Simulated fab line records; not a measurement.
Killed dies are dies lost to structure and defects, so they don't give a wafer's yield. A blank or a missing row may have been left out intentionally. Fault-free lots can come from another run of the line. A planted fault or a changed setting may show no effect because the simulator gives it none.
Which tool is to blame? | flow nandHarc | 10 lots with 30 wafers sampled at 6 steps, on a route of 1159 steps

WHAT THE GAUGES SHOWED, per wafer
NHARC_P_M1_CD_MEAS_09: target cd 130 nm. Usual: cdNm reads 130.1 nm (standard deviation 0.6).
lot  | measured     | on       | cdNm (nm)         | flag
L701 | day 5 18:37  | cdSem-02 | 129.9 130.2 129.5 | 
L702 | day 6 22:41  | cdSem-03 | 130.1 130.1 130.9 | 
L706 | day 7 13:35  | cdSem-03 | 129.8 129.0 129.6 | 
L707 | day 7 16:17  | cdSem-01 | 130.7 129.9 130.4 | 
L709 | day 7 21:47  | cdSem-03 | 129.3 130.5 130.4 | 
L716 | day 9 20:22  | cdSem-02 | 130.1 135.3 129.3 | 
L717 | day 9 23:38  | cdSem-03 | 130.2 129.8 129.7 | 
L718 | day 10 03:31 | cdSem-02 | 129.4 136.3 129.9 | 
L720 | day 10 12:43 | cdSem-01 | 129.4 130.0 130.3 | 
L719 | day 10 13:21 | cdSem-03 | 131.0 131.7 130.1 | 

NHARC_END_SORT_01. Usual: defectLimitedYield 95.2 %, standard deviation 1.3; killedAtArray 29, standard deviation 9.4; killedAtOther 0.7, standard deviation 1.3; killedAtPeriphery 2.9, standard deviation 2.1; killedDies 32, standard deviation 9; killedOpen 3.3, standard deviation 1.8; killedShort 1.9, standard deviation 1.4; sort_bin_2_pct 1.4 %, standard deviation 0.53; sort_bin_3_pct 0.28 %, standard deviation 0.21; sort_bin_4_pct 3.1 %, standard deviation 0.91; sortNPass 645, standard deviation 9; sortRimYieldPct 97.4 %, standard deviation 1.7; sortYieldPct 95.2 %, standard deviation 1.3.
lot  | measured     | on        | defectLimitedYield (%) | killedAtArray | killedAtOther | killedAtPeriphery | killedDies | killedOpen | killedShort | sort_bin_2_pct (%) | sort_bin_3_pct (%) | sort_bin_4_pct (%) | sortNPass   | sortRimYieldPct (%) | sortYieldPct (%) | flag
L717 | day 24 03:49 | prober-01 | 95.0 94.7 96.2         | 26 33 25      | 2 0 1         | 6 3 0             | 34 36 26   | 1 8 0      | 4 3 2       | 1.3 1.9 1.2        | 0.44 0.59 0.59     | 3.2 2.8 2.1        | 643 641 651 | 98.1 95.3 100.0     | 95.0 94.7 96.2   | 
L718 | day 23 21:34 | prober-02 | 95.4 94.5 96.3         | 25 33 22      | 0 2 2         | 6 2 1             | 31 37 25   | 2 3 3      | 3 5 1       | 1.0 1.2 1.2        | 0.30 0.74 0.44     | 3.2 3.5 2.1        | 646 640 652 | 97.2 99.1 96.2      | 95.4 94.5 96.3   | 
L719 | day 24 11:31 | prober-02 | 94.7 93.6              | 34 41         | 0 0           | 2 2               | 36 43      | 2 3        | 2 3         | 1.5 2.1            | 0.15 0.15          | 3.7 4.1            | 641 634     | 96.2 98.1           | 94.7 93.6        | 

WHAT TOOL EACH LOT RAN ON (gives the tool, then ch and the chambers of the sampled wafers, and finally the start)
lot  | NHARC_P_M0_STRIP_18               | NHARC_P_M0_PRE_CLEAN_31         | NHARC_P_M1_EXPOSE_06              | NHARC_P_M1_ETCH_35
L701 | rieDiel-05 ch 0,2, day 5 15:05    | pecvd-02 ch 0,2, day 5 17:19    | arfiScanner-03 ch 0, day 5 18:29  | rieDiel-10 ch 0,1, day 5 18:53
L702 | rieDiel-07 ch 1,2, day 6 19:18    | pecvd-01 ch 0,1,2, day 6 21:29  | arfiScanner-02 ch 0, day 6 22:33  | rieDiel-04 ch 1,2,3, day 6 22:58
L706 | rieDiel-07 ch 0,1, day 7 10:06    | pecvd-04 ch 1,2, day 7 12:15    | arfiScanner-03 ch 0, day 7 13:27  | rieDiel-10 ch 0,3, day 7 13:52
L707 | rieDiel-05 ch 1,3, day 7 12:50    | pecvd-01 ch 0,1,2, day 7 14:59  | arfiScanner-02 ch 0, day 7 16:09  | rieDiel-10 ch 0,1,3, day 7 16:35
L709 | rieDiel-07 ch 0,1, day 7 18:19    | pecvd-01 ch 0,2, day 7 20:37    | arfiScanner-01 ch 0, day 7 21:38  | rieDiel-10 ch 0,1,2, day 7 22:04
L716 | rieDiel-05 ch 0,1,3, day 9 15:44  | pecvd-02 ch 0,1,2, day 9 19:13  | arfiScanner-03 ch 0, day 9 20:13  | rieDiel-04 ch 0,2,3, day 9 20:40
L717 | rieDiel-07 ch 1,2,3, day 9 20:05  | pecvd-01 ch 0,1,2, day 9 22:19  | arfiScanner-02 ch 0, day 9 23:30  | rieDiel-10 ch 0,2,3, day 9 23:55
L718 | rieDiel-07 ch 0,2,3, day 9 23:42  | pecvd-01 ch 1,2, day 10 02:11   | arfiScanner-03 ch 0, day 10 03:23 | rieDiel-04 ch 0,1, day 10 03:47
L720 | rieDiel-06 ch 0,3, day 10 09:12   | pecvd-01 ch 0,1,2, day 10 11:22 | arfiScanner-02 ch 0, day 10 12:34 | rieDiel-02 ch 0,3, day 10 12:59
L719 | rieDiel-07 ch 1,2,3, day 10 09:46 | pecvd-02 ch 0,1, day 10 12:01   | arfiScanner-01 ch 0, day 10 13:13 | rieDiel-04 ch 0,1,3, day 10 13:38
- NHARC_P_M0_STRIP_18: strips in N2/H2.
- NHARC_P_M0_PRE_CLEAN_31: time 12 s.
- NHARC_P_M1_EXPOSE_06: exposes mask P M1, target cd 130 nm.
- NHARC_P_M1_ETCH_35: etches the open film in N2/H2, target depth 40 nm, overetch 12 nm, time 43.94 s.

WHAT THE TOOLS THEMSELVES READ (means of the sampled wafers that have a number; where no wafer has one, the mark that the record gives instead)
NHARC_P_M0_STRIP_18. Usual: drypumpMotorCurrentA 5.8 A, standard deviation 0.42; oesProductAu 1.002 a.u., standard deviation 0.011; rfVppV 90.9 V, standard deviation 0.88; showerheadPlenumPTorr 2.07 Torr, standard deviation 0.056; throttleValvePct 14.172 %, standard deviation 0.0094.
lot  | tool       | drypumpMotorCurrentA (A) | oesProductAu (a.u.) | rfVppV (V) | showerheadPlenumPTorr (Torr) | throttleValvePct (%) | flag
L701 | rieDiel-05 | 5.7                      | 1.015               | 89.8       | 2.03                         | 14.171               | 
L702 | rieDiel-07 | 5.5                      | 1.006               | 90.8       | 2.15                         | 14.174               | 
L706 | rieDiel-07 | 6.1                      | 1.013               | 90.4       | 2.09                         | 14.168               | 
L707 | rieDiel-05 | 5.7                      | 0.995               | 90.4       | 2.13                         | 14.172               | 
L709 | rieDiel-07 | 5.7                      | 1.017               | 91.6       | 2.12                         | 14.167               | 
L716 | rieDiel-05 | 5.5                      | 0.988               | 90.9       | 2.10                         | 14.175               | 
L717 | rieDiel-07 | 5.5                      | 1.003               | 91.2       | 2.13                         | 14.171               | 
L718 | rieDiel-07 | 5.9                      | 1.009               | 92.0       | 2.09                         | 14.164               | 
L720 | rieDiel-06 | 6.1                      | 1.004               | 90.6       | 2.01                         | 14.166               | 
L719 | rieDiel-07 | 5.5                      | 0.996               | 91.5       | 2.13                         | 14.168               | 

NHARC_P_M0_PRE_CLEAN_31. Usual: heaterPowerW reads 640 W (standard deviation 74).
lot  | tool     | heaterPowerW (W) | flag
L701 | pecvd-02 | 682              | 
L702 | pecvd-01 | 639              | 
L706 | pecvd-04 | 600              | 
L707 | pecvd-01 | 558              | 
L709 | pecvd-01 | 599              | 
L716 | pecvd-02 | 641              | 
L717 | pecvd-01 | 635              | 
L718 | pecvd-01 | 631              | 
L720 | pecvd-01 | 636              | 
L719 | pecvd-02 | 688              | 

NHARC_P_M1_EXPOSE_06. Usual: exposureDoseMJCm2 82.9, standard deviation 0.62; focusOffsetNm 0.1 nm, standard deviation 0.52; stageVelMmS 499.99 mm/s, standard deviation 0.24.
lot  | tool           | exposureDoseMJCm2 | focusOffsetNm (nm) | stageVelMmS (mm/s) | flag
L701 | arfiScanner-03 | 83.3              | 0.7                | 500.10             | 
L702 | arfiScanner-02 | 83.3              | 0.2                | 499.77             | 
L706 | arfiScanner-03 | 83.5              | 0.6                | 500.16             | 
L707 | arfiScanner-02 | 83.1              | 0.5                | 499.89             | 
L709 | arfiScanner-01 | 81.8              | -0.1               | 500.32             | 
L716 | arfiScanner-03 | 83.3              | 0.0                | 499.96             | 
L717 | arfiScanner-02 | 83.3              | 0.6                | 500.26             | 
L718 | arfiScanner-03 | 83.3              | 0.1                | 500.28             | 
L720 | arfiScanner-02 | 83.3              | 0.3                | 499.94             | 
L719 | arfiScanner-01 | 82.0              | -0.2               | 499.89             | 

NHARC_P_M1_ETCH_35. Usual: biasW 150.0 W, standard deviation 0.44; drypumpMotorCurrentA 5.8 A, standard deviation 0.36; oesProductAu 1.000 a.u., standard deviation 0.01; rfVppV 430.4 V, standard deviation 2.2; showerheadPlenumPTorr 2.03 Torr, standard deviation 0.072; throttleValvePct 14.171 %, standard deviation 0.0094.
lot  | tool       | biasW (W) | drypumpMotorCurrentA (A) | oesProductAu (a.u.) | rfVppV (V) | showerheadPlenumPTorr (Torr) | throttleValvePct (%) | flag
L701 | rieDiel-10 | 150.2     | 5.7                      | 1.000               | 430.2      | 2.04                         | 14.178               | 
L702 | rieDiel-04 | 149.9     | 5.4                      | 1.003               | 429.9      | 2.03                         | 14.173               | 
L706 | rieDiel-10 | 150.0     | 6.0                      | 0.989               | 430.6      | 2.06                         | 14.167               | 
L707 | rieDiel-10 | 150.2     | 5.8                      | 0.997               | 429.3      | 2.01                         | 14.158               | 
L709 | rieDiel-10 | 149.6     | 5.7                      | 0.999               | 430.0      | 2.01                         | 14.164               | 
L716 | rieDiel-04 | 150.4     | 5.6                      | 0.993               | 429.8      | 2.00                         | 14.170               | 
L717 | rieDiel-10 | 150.2     | 6.0                      | 0.998               | 429.9      | 2.03                         | 14.171               | 
L718 | rieDiel-04 | 150.2     | 6.2                      | 0.994               | 431.9      | 2.07                         | 14.169               | 
L720 | rieDiel-02 | 150.4     | 5.8                      | 1.003               | 430.7      | 2.06                         | 14.164               | 
L719 | rieDiel-04 | 149.9     | 5.8                      | 0.990               | 432.3      | 2.07                         | 14.160               | 

THE ANSWER, worked out from the rows above alone
Rule: a lot is off if the mean of its wafers that have a number lies more than 3 standard deviations from the usual mean. A lot without any number at a reading at which 4 lots or more have one is off too. Any other lot the step has rows for is counted as sound. First the gauges in route order, then the tools' own readings, where a lot's mean is used as printed above. The first step at which some lot is off is used, and at that step the reading that is off furthest; a lot without a number counts as furthest.
No lot is off on any of the readings shown, so nothing can be concluded from this.

WHAT WAS PUT IN BY THE SIMULATOR
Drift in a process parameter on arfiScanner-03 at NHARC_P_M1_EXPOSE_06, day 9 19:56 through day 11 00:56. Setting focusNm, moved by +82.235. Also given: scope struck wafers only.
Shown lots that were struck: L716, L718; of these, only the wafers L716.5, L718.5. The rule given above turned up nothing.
